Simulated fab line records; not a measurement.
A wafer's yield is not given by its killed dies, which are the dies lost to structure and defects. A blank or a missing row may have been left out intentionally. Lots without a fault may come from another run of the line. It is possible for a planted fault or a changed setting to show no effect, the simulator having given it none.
Split-lot study + flow n5_finfet + route with 1938 steps; 7 lots, 21 wafers read

== SPLIT DETAILS ==
At N5_BEOL_M4_COAT_73 (time 60 s, resist thk 5 nm), the setting spin_rpm was moved away from the recipe's 1500 rpm on 12 of the 21 wafers read, by -10.1% to +8.2%. All remaining wafers had this setting at the recipe value.

== FROM THE SPLIT TO THE READING: what the file shows between them, 3 steps ==
- N5_BEOL_M4_COAT_05: resist thk 30 nm
- N5_BEOL_M4_EBR_07
- N5_BEOL_M4_DESCUM_16: chemistry O2, time 7 s

== THE READING ==
etch.depth_nm (the simulator's own value, which no gauge read), in nm, at N5_BEOL_M4_ETCH_74 (etches underlayer in N2/H2, target depth 6.5 nm, time 5.2 s). The file gives no usual value for it. The 9 wafers here that ran the recipe average 4.993 nm, standard deviation 0.01 nm.

| wafer  | tool, chamber at the split | spin_rpm as run, rpm | against the recipe | etch.depth_nm, nm | against lot-mates on the recipe |
|--------|----------------------------|----------------------|--------------------|-------------------|---------------------------------|
| L077.1 | litho_track-03, 0          | 1500                 | recipe             | 4.981             | -                               |
| L077.2 | litho_track-03, 0          | 1500                 | recipe             | 4.989             | -                               |
| L077.3 | litho_track-03, 0          | 1500                 | recipe             | 4.984             | -                               |
| L082.2 | litho_track-01, 0          | 1500                 | recipe             | 5                 | -                               |
| L082.3 | litho_track-01, 0          | 1581                 | +5.4%              | 4.886             | -0.114                          |
| L082.6 | litho_track-01, 0          | 1581                 | +5.4%              | 4.884             | -0.116                          |
| L084.3 | litho_track-03, 0          | 1500                 | recipe             | 4.982             | -                               |
| L084.5 | litho_track-03, 0          | 1577                 | +5.1%              | 4.87              | -0.112                          |
| L084.6 | litho_track-03, 0          | 1577                 | +5.1%              | 4.861             | -0.121                          |
| L085.1 | litho_track-01, 0          | 1426                 | -4.9%              | 5.128             | +0.121                          |
| L085.5 | litho_track-01, 0          | 1500                 | recipe             | 5.007             | -                               |
| L085.6 | litho_track-01, 0          | 1426                 | -4.9%              | 5.139             | +0.132                          |
| L087.2 | litho_track-04, 0          | 1591                 | +6.1%              | 4.846             | -0.140                          |
| L087.3 | litho_track-04, 0          | 1500                 | recipe             | 4.986             | -                               |
| L087.6 | litho_track-04, 0          | 1591                 | +6.1%              | 4.852             | -0.134                          |
| L089.2 | litho_track-03, 0          | 1349                 | -10.1%             | 5.256             | no lot-mate on the recipe       |
| L089.5 | litho_track-03, 0          | 1349                 | -10.1%             | 5.244             | no lot-mate on the recipe       |
| L089.6 | litho_track-03, 0          | 1349                 | -10.1%             | 5.251             | no lot-mate on the recipe       |
| L093.2 | litho_track-01, 0          | 1500                 | recipe             | 5.003             | -                               |
| L093.3 | litho_track-01, 0          | 1500                 | recipe             | 5.005             | -                               |
| L093.6 | litho_track-01, 0          | 1623                 | +8.2%              | 4.826             | -0.178                          |

FIT RESULTS
A straight line over all 21 wafers: etch.depth_nm changes by -0.0244 nm for each +1% of spin_rpm; r = -1.00; the points scatter about the line by 0.013 nm.
The same after taking each lot's own level away (the mean of its wafers on the recipe; 18 wafers): -0.023 nm for each +1%; r = -1.00; scatter 0.006 nm.
According to that fit, moving spin_rpm by its largest amount changes the reading by 0.23 nm.
From 4.9820 to 5.0070 nm: that is the span of the lots' own levels, equal to 2.5 times the standard deviation above.
Hence the lot-to-lot level has little effect on the slope; both slopes agree.
Check: with one of the wafers moved furthest among these (+8.2%) left out of the fit, the line predicts -0.187 nm for it against its lot-mates. It came out at -0.178 nm against them.

== FURTHER SPLITS ON THESE WAFERS ==
These wafers also went through other splits before the reading. Each is held against what the fit with the lots' levels taken away leaves over:
| other split on the same wafers   | wafers away from the commonest value | r with etch.depth_nm (lot level and that fit taken away) |
|----------------------------------|--------------------------------------|----------------------------------------------------------|
| N5_BEOL_M0_SAQP_COAT_08 spin_rpm | 3                                    | +0.15                                                    |
| N5_BEOL_M2_DESCUM_16 time_s      | 9                                    | -0.56                                                    |
| N5_BEOL_M2_ETCH_64 source_w      | 10                                   | +0.02                                                    |
| N5_BEOL_M3_ETCH_64 time_s        | 10                                   | +0.46                                                    |
| N5_BEOL_M3_COAT_76 spin_rpm      | 8                                    | -0.17                                                    |
| N5_BEOL_M4_COAT_62 spin_rpm      | 4                                    | +0.12                                                    |

== THE WHOLE CHAIN: every reading that the file lists as answering this split, in the file's order ==
| step               | what it does                                                | reading                                                                            | change (the file's fit)                | r (the file's) |
|--------------------|-------------------------------------------------------------|------------------------------------------------------------------------------------|----------------------------------------|----------------|
| N5_BEOL_M4_ETCH_74 | etches underlayer in N2/H2, target depth 6.5 nm, time 5.2 s | CAR-EUV_of_BEOL_M4_COAT_05.thk_nm (the simulator's own value, which no gauge read) | +0.029 nm for each +1% of the setting  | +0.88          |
| N5_BEOL_M4_ETCH_74 | etches underlayer in N2/H2, target depth 6.5 nm, time 5.2 s | etch.depth_nm (the simulator's own value, which no gauge read)                     | -0.0224 nm for each +1% of the setting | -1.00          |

== FILE'S OWN FIT ==
etch.depth_nm changes by -0.0224 nm for each +1% of spin_rpm, r = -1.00.
